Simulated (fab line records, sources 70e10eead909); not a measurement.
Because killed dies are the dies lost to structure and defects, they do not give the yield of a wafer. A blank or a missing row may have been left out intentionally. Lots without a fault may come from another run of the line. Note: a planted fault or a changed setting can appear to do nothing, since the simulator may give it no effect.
Matching of chambers    flow nand harc    4 sister chambers for NHARC_A_CONTACT_ETCH_92 on rie diel-08
The step etches the open film in CH3F/O2, target depth 40 nm, time 85.7 s. 8 wafers are shown with their chamber, then 10 later ones without.

WAFERS WITH THEIR CHAMBER
wafer   chamber  showerhead plenum p Torr (Torr)  drypump motor current A (A)
L950.2  1        2.36                             6.1
L953.3  2        2.56                             6.2
L953.6  3        2.57                             5.3
L959.1  2        2.55                             6.2
L959.3  1        2.35                             6.2
L960.5  3        2.57                             5.3
L963.3  0        2.35                             5.7
L963.5  0        2.35                             5.7

WAFERS WITHOUT THEIR CHAMBER
wafer   showerhead plenum p Torr (Torr)  drypump motor current A (A)
L963.6  2.56                             5.3
L964.3  2.35                             6.2
L964.5  2.35                             5.7
L964.6  2.35                             6.2
L965.4  2.35                             5.7
L965.5  2.56                             5.3
L965.6  2.35                             5.8
L971.1  2.56                             5.2
L971.2  2.35                             6.2
L971.5  2.55                             6.2

WHICH CHAMBER EACH ONE RAN IN
wafer   from the rows above  in truth
L963.6  3                    3
L964.3  1                    1
L964.5  0                    0
L964.6  1                    1
L965.4  0                    0
L965.5  3                    3
L965.6  0                    0
L971.1  3                    3
L971.2  1                    1
L971.5  2                    2
Correct placement for 10 of the 10. Left unplaced by these rows: 0. Wrongly placed: 0.
How it was worked out, from the rows above alone: a wafer's distance from a chamber is the root of the sum, over the readings, of the square of ((its reading less the chamber's mean) divided by the reading's scatter). If the next closest chamber is less than 2 further off than the closest, the wafer can't be placed; otherwise it belongs to the closest. The mean given for a chamber averages the wafers shown for that chamber. The scatter is the square root of a quotient: the sum, over the shown wafers, of each reading's squared deviation from its chamber's mean, divided by wafers minus chambers.
